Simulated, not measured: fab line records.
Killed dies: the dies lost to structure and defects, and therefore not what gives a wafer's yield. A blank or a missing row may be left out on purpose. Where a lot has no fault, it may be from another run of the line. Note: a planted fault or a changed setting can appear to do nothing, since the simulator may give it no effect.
Matching of chambers / flow n5_finfet / N5_GATE_CUT_HM_DEP_46 on pecvd-04: 3 sister chambers
The step deposits SiO2 from TEOS/O2, target thk 130 nm, time 26.6 s. 6 wafers are shown with their chamber, then 7 later ones without.

## EACH WAFER AND ITS CHAMBER
wafer=L075.4; chamber=1; showerhead_plenum_p_Torr (Torr)=8.38; throttle_valve_pct (%)=17.7
wafer=L076.1; chamber=1; showerhead_plenum_p_Torr (Torr)=8.38; throttle_valve_pct (%)=17.8
wafer=L089.4; chamber=2; showerhead_plenum_p_Torr (Torr)=8.33; throttle_valve_pct (%)=17.4
wafer=L089.6; chamber=0; showerhead_plenum_p_Torr (Torr)=8.27; throttle_valve_pct (%)=17.4
wafer=L091.2; chamber=0; showerhead_plenum_p_Torr (Torr)=8.29; throttle_valve_pct (%)=17.5
wafer=L091.4; chamber=2; showerhead_plenum_p_Torr (Torr)=8.35; throttle_valve_pct (%)=17.5

## WAFERS WITH NO CHAMBER GIVEN
wafer=L091.6; showerhead_plenum_p_Torr (Torr)=8.35; throttle_valve_pct (%)=17.4
wafer=L097.1; showerhead_plenum_p_Torr (Torr)=8.37; throttle_valve_pct (%)=17.7
wafer=L097.4; showerhead_plenum_p_Torr (Torr)=8.36; throttle_valve_pct (%)=17.5
wafer=L097.5; showerhead_plenum_p_Torr (Torr)=8.31; throttle_valve_pct (%)=17.8
wafer=L096.1; showerhead_plenum_p_Torr (Torr)=8.29; throttle_valve_pct (%)=17.6
wafer=L096.2; showerhead_plenum_p_Torr (Torr)=8.37; throttle_valve_pct (%)=18.0
wafer=L096.3; showerhead_plenum_p_Torr (Torr)=8.33; throttle_valve_pct (%)=17.6

## EACH ONE'S CHAMBER
wafer=L091.6; from the rows above=2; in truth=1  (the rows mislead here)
wafer=L097.1; from the rows above=1; in truth=1
wafer=L097.4; from the rows above=2; in truth=2
wafer=L097.5; from the rows above=can't be placed: 2 or 0 or 1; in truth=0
wafer=L096.1; from the rows above=0; in truth=0
wafer=L096.2; from the rows above=1; in truth=1
wafer=L096.3; from the rows above=2; in truth=2
Correctly placed: 5 of 7. Unplaceable from these rows: 1, with the true chamber sitting among the candidates in 1. 1 placed wrongly.
How it was worked out, from the rows above alone: a wafer's distance from a chamber is the root of the sum, over the readings, of the square of ((its reading less the chamber's mean) divided by the reading's scatter). If the next closest chamber is less than 2 further off than the closest, the wafer can't be placed; otherwise it belongs to the closest. For every chamber, the mean is computed from those of its wafers that are shown. The scatter is the square root of a quotient: the sum, over the shown wafers, of each reading's squared deviation from its chamber's mean, divided by wafers minus chambers.
